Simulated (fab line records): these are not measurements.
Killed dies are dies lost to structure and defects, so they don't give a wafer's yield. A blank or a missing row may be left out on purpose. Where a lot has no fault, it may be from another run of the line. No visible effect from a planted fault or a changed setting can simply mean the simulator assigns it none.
Chamber matching || flow n5_finfet || 3 sister chambers for N5_BEOL_M14_DEP_53 on pecvd-02
The step deposits SiCN from 3MS/NH3, target thk 50 nm, time 17.8 s. 6 wafers are shown with their chamber, then 7 later ones without.

== WAFERS WITH THEIR CHAMBER ==
{"wafer": "L085.4", "chamber": 1, "throttle_valve_pct (%)": 18.9, "showerhead_plenum_p_Torr (Torr)": 4.15}
{"wafer": "L084.3", "chamber": 2, "throttle_valve_pct (%)": 16.7, "showerhead_plenum_p_Torr (Torr)": 4.17}
{"wafer": "L084.4", "chamber": 2, "throttle_valve_pct (%)": 16.6, "showerhead_plenum_p_Torr (Torr)": 4.16}
{"wafer": "L084.5", "chamber": 0, "throttle_valve_pct (%)": 18.9, "showerhead_plenum_p_Torr (Torr)": 4.16}
{"wafer": "L091.1", "chamber": 0, "throttle_valve_pct (%)": 19.0, "showerhead_plenum_p_Torr (Torr)": 4.16}
{"wafer": "L091.2", "chamber": 1, "throttle_valve_pct (%)": 19.0, "showerhead_plenum_p_Torr (Torr)": 4.16}

== WAFERS MISSING THEIR CHAMBER ==
{"wafer": "L091.6", "throttle_valve_pct (%)": 19.1, "showerhead_plenum_p_Torr (Torr)": 4.17}
{"wafer": "L094.1", "throttle_valve_pct (%)": 19.0, "showerhead_plenum_p_Torr (Torr)": 4.14}
{"wafer": "L094.2", "throttle_valve_pct (%)": 16.6, "showerhead_plenum_p_Torr (Torr)": 4.16}
{"wafer": "L094.4", "throttle_valve_pct (%)": 19.4, "showerhead_plenum_p_Torr (Torr)": 4.16}
{"wafer": "L097.1", "throttle_valve_pct (%)": 19.1, "showerhead_plenum_p_Torr (Torr)": 4.16}
{"wafer": "L097.2", "throttle_valve_pct (%)": 19.1, "showerhead_plenum_p_Torr (Torr)": 4.14}
{"wafer": "L097.6", "throttle_valve_pct (%)": 19.0, "showerhead_plenum_p_Torr (Torr)": 4.15}

== THE CHAMBER EACH PASSED THROUGH ==
{"wafer": "L091.6", "from the rows above": "can't be placed: 0 or 1", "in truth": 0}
{"wafer": "L094.1", "from the rows above": "can't be placed: 1 or 0", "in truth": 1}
{"wafer": "L094.2", "from the rows above": 2, "in truth": 2}
{"wafer": "L094.4", "from the rows above": "can't be placed: 0 or 1", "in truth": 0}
{"wafer": "L097.1", "from the rows above": "can't be placed: 0 or 1", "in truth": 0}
{"wafer": "L097.2", "from the rows above": "can't be placed: 1 or 0", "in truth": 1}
{"wafer": "L097.6", "from the rows above": "can't be placed: 1 or 0", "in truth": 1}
Correctly placed: 1 of 7. Unplaceable from these rows: 6, with the true chamber sitting among the candidates in 6. Placed wrongly: 0.
How it was worked out, from the rows above alone: a wafer's distance from a chamber is the root of the sum, over the readings, of the square of ((its reading less the chamber's mean) divided by the reading's scatter). If the next closest chamber is less than 2 further off than the closest, the wafer can't be placed; otherwise it belongs to the closest. Each chamber's mean is taken over the wafers shown for it. How the scatter is found: for the shown wafers, subtract from each reading the mean of its chamber, square and add these, divide the total by (wafers less chambers), then take the root.
